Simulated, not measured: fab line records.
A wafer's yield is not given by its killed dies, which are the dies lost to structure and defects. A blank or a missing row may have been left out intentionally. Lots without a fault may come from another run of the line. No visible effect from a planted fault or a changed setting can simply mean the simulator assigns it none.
Chamber matching :: flow nand_harc :: rie_diel-12 running NHARC_A_STAIRCASE_ETCHBACK_157: 4 sister chambers
The step etches the open film in CH3F/O2, target depth 90 nm, time 167.14 s. 16 wafers are shown with their chamber, then 8 later ones without.

== EACH WAFER AND ITS CHAMBER ==
wafer: L074.1
chamber: 2
showerhead_plenum_p_Torr (Torr): 2.35
rf_vpp_V (V): 241.5
rf_fwd_power_W (W): 500.3

wafer: L074.3
chamber: 0
showerhead_plenum_p_Torr (Torr): 2.28
rf_vpp_V (V): 243.1
rf_fwd_power_W (W): 497.8

wafer: L074.5
chamber: 2
showerhead_plenum_p_Torr (Torr): 2.35
rf_vpp_V (V): 243.0
rf_fwd_power_W (W): 498.6

wafer: L085.4
chamber: 3
showerhead_plenum_p_Torr (Torr): 2.54
rf_vpp_V (V): 244.0
rf_fwd_power_W (W): 497.3

wafer: L085.5
chamber: 1
showerhead_plenum_p_Torr (Torr): 2.52
rf_vpp_V (V): 245.4
rf_fwd_power_W (W): 499.0

wafer: L085.6
chamber: 0
showerhead_plenum_p_Torr (Torr): 2.65
rf_vpp_V (V): 246.4
rf_fwd_power_W (W): 497.2

wafer: L087.2
chamber: 3
showerhead_plenum_p_Torr (Torr): 2.54
rf_vpp_V (V): 245.0
rf_fwd_power_W (W): 498.4

wafer: L087.3
chamber: 1
showerhead_plenum_p_Torr (Torr): 2.51
rf_vpp_V (V): 244.3
rf_fwd_power_W (W): 498.4

wafer: L087.6
chamber: 0
showerhead_plenum_p_Torr (Torr): 2.64
rf_vpp_V (V): 246.7
rf_fwd_power_W (W): 496.0

wafer: L088.3
chamber: 2
showerhead_plenum_p_Torr (Torr): 2.33
rf_vpp_V (V): 242.7
rf_fwd_power_W (W): 501.7

wafer: L088.4
chamber: 0
showerhead_plenum_p_Torr (Torr): 2.64
rf_vpp_V (V): 247.4
rf_fwd_power_W (W): 499.3

wafer: L088.6
chamber: 3
showerhead_plenum_p_Torr (Torr): 2.54
rf_vpp_V (V): 245.5
rf_fwd_power_W (W): 495.1

wafer: L091.1
chamber: 2
showerhead_plenum_p_Torr (Torr): 2.33
rf_vpp_V (V): 242.6
rf_fwd_power_W (W): 502.2

wafer: L091.4
chamber: 1
showerhead_plenum_p_Torr (Torr): 2.51
rf_vpp_V (V): 245.7
rf_fwd_power_W (W): 499.4

wafer: L091.6
chamber: 0
showerhead_plenum_p_Torr (Torr): 2.64
rf_vpp_V (V): 246.4
rf_fwd_power_W (W): 497.2

wafer: L096.1
chamber: 2
showerhead_plenum_p_Torr (Torr): 2.33
rf_vpp_V (V): 241.9
rf_fwd_power_W (W): 499.7

SIGNATURES (means of the wafers above)
reading: showerhead_plenum_p_Torr
chamber 0: 2.5700
chamber 1: 2.5133
chamber 2: 2.3380
chamber 3: 2.5400
scatter within a chamber: 0.0939

reading: rf_vpp_V
chamber 0: 246.000
chamber 1: 245.133
chamber 2: 242.340
chamber 3: 244.833
scatter within a chamber: 1.12

reading: rf_fwd_power_W
chamber 0: 497.500
chamber 1: 498.933
chamber 2: 500.500
chamber 3: 496.933
scatter within a chamber: 1.31
Rule: a wafer's distance from a chamber is the root of the sum, over the readings, of the square of ((its reading less the chamber's mean) divided by the reading's scatter). The wafer belongs to the nearest chamber; if the next one is less than 2 further off, it can't be placed. The scatter: the root of (the sum of the squares of (reading less its chamber's mean) over the shown wafers, divided by (wafers less chambers)).

== WAFERS MISSING THEIR CHAMBER ==
wafer: L096.4
showerhead_plenum_p_Torr (Torr): 2.51
rf_vpp_V (V): 245.3
rf_fwd_power_W (W): 498.1

wafer: L096.5
showerhead_plenum_p_Torr (Torr): 2.53
rf_vpp_V (V): 246.2
rf_fwd_power_W (W): 499.6

wafer: L095.2
showerhead_plenum_p_Torr (Torr): 2.51
rf_vpp_V (V): 244.7
rf_fwd_power_W (W): 500.0

wafer: L095.4
showerhead_plenum_p_Torr (Torr): 2.53
rf_vpp_V (V): 245.9
rf_fwd_power_W (W): 496.6

wafer: L095.5
showerhead_plenum_p_Torr (Torr): 2.51
rf_vpp_V (V): 244.6
rf_fwd_power_W (W): 498.7

wafer: L097.1
showerhead_plenum_p_Torr (Torr): 2.50
rf_vpp_V (V): 243.5
rf_fwd_power_W (W): 497.4

wafer: L097.3
showerhead_plenum_p_Torr (Torr): 2.53
rf_vpp_V (V): 244.7
rf_fwd_power_W (W): 499.1

wafer: L097.5
showerhead_plenum_p_Torr (Torr): 2.50
rf_vpp_V (V): 246.0
rf_fwd_power_W (W): 497.6

== WHICH CHAMBER EACH WENT THROUGH ==
wafer: L096.4
from the rows above: can't be placed: 1 or 0 or 3
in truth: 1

wafer: L096.5
from the rows above: can't be placed: 1 or 0 or 3
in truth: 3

wafer: L095.2
from the rows above: can't be placed: 1 or 0 or 3 or 2
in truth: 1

wafer: L095.4
from the rows above: can't be placed: 0 or 3 or 1
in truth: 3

wafer: L095.5
from the rows above: can't be placed: 1 or 3 or 0
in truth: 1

wafer: L097.1
from the rows above: can't be placed: 3 or 1 or 0 or 2
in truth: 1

wafer: L097.3
from the rows above: can't be placed: 1 or 3 or 0
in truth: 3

wafer: L097.5
from the rows above: can't be placed: 0 or 3 or 1
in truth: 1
0 of 8 placed correctly. Can't be placed from these rows: 8 (the true chamber is among the candidates in 8). Wrongly placed: 0.
